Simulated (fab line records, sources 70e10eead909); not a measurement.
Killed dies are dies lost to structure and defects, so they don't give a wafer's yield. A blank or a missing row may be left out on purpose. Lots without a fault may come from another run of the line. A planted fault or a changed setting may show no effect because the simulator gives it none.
A struck lot beside a sound one | flow nand_harc | 14 steps out of a route of 1159
Sound: wafers L587.1, L587.5, L587.6. Struck: wafers L596.2, L596.5, L596.6. The cause comes at the end.
At each step with rows: each side's tool, then ch and its chambers, then its first start. Under that, the readings that differ: sound wafers | struck wafers | difference of the means | sigmas: that difference in standard deviations of wafers without a fault.
alike: readings whose means differ by less than 2 such deviations, and words and numbers that are the same on both sides. not compared: withheld readings, readings that some wafer has no value for, bounds like >300 that may hide the same value, and numbers for which the record gives no deviation and whose values overlap.
The two part at a step that has a row with sigmas, a row that says differs or no value, or rows on one side only. Numbers that don't overlap but have no deviation are shown without sigmas and don't part them. A reading that every wafer of one side lacks parts them only if that side has two wafers or more.

NHARC_P_M2_INSPECT_27:
  sound on defect_inspect-02, day 7 03:59; struck on defect_inspect-01, day 9 11:26
  alike: raw_defect_count
NHARC_P_M2_PRE_CLEAN_32: time 12 s.
  sound on pecvd-03 ch 0,1, day 7 04:05; struck on pecvd-03 ch 0,1,2, day 9 11:31
  alike: heater_power_w, rf_fwd_power_W
NHARC_P_M2_DEP_33: deposits SiCN, target thk 30 nm.
  sound on pecvd-03 ch 0,1, day 7 04:13; struck on pecvd-03 ch 0,1,2, day 9 11:35
  alike: heater_power_w, rf_fwd_power_W
NHARC_P_BONDPAD_DEP_00: deposits SiCN, target thk 250 nm.
  sound on pecvd-03 ch 0,1,2; struck on pecvd-03 ch 0,1
  alike: heater_power_w, rf_fwd_power_W
NHARC_P_BONDPAD_CMP_32: polishes SiCN, target thk 200 nm.
  sound on cmp-02 ch 0,2,3, day 7 04:59; struck on cmp-03 ch 0,2,3, day 9 12:36
  alike: motor_current_A
NHARC_P_BONDPAD_THK_MEAS_33: measures by ellipsometry.
  sound on film_metro-02, day 7 05:11; struck on film_metro-01, day 9 12:46
  alike: thk_nm
then, 5 steps without rows for these wafers: NHARC_P_BONDPAD_SRD_34; NHARC_P_BONDPAD_DEHYDRATE_01 (time 120 s); NHARC_P_BONDPAD_HMDS_02 (time 30 s); NHARC_P_BONDPAD_COAT_36 (time 65 s); NHARC_P_BONDPAD_COAT_03 (resist thk 600 nm).
NHARC_P_BONDPAD_SOFTBAKE_04: time 70 s.
  sound on litho_track-05 ch 0, day 7 05:00; struck on litho_track-03 ch 0, day 9 12:00
  reading                  | sound                | struck               | difference | sigmas
  heater_power_total_W (W) | 199.9 199.3 199.4    | 209.6 209.8 209.2    | +10.0      | +8
  plate_temp_C (C)         | 125.10 124.99 125.10 | 128.63 128.73 128.71 | +3.63      | +26
then, 1 step without rows for these wafers: NHARC_P_BONDPAD_EBR_05.
-- the record jumps here: 14 days lie between the struck wafers' starts before and after (it left off in module P_BONDPAD and takes up again in module END, whose first step shown is number 1159 of the route) --
NHARC_END_SORT_01:
  sound on prober-01 ch 0, day 19 22:56; struck on prober-01 ch 0, day 23 03:29
  alike: defect_limited_yield, killed_at_array, killed_at_other, killed_at_periphery, killed_dies, killed_open, killed_short, sort_bin_2_pct, sort_bin_3_pct, sort_bin_4_pct, sort_n_pass, sort_rim_yield_pct, sort_yield_pct

WHERE THEY PART
Only at NHARC_P_BONDPAD_SOFTBAKE_04, within this record. Later steps at which nothing parts them and some readings are alike: NHARC_END_SORT_01.

WHY: what the simulator had put in
Process parameter drift: litho_track-03, from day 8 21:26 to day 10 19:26, at NHARC_P_BONDPAD_SOFTBAKE_04. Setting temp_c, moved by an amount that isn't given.
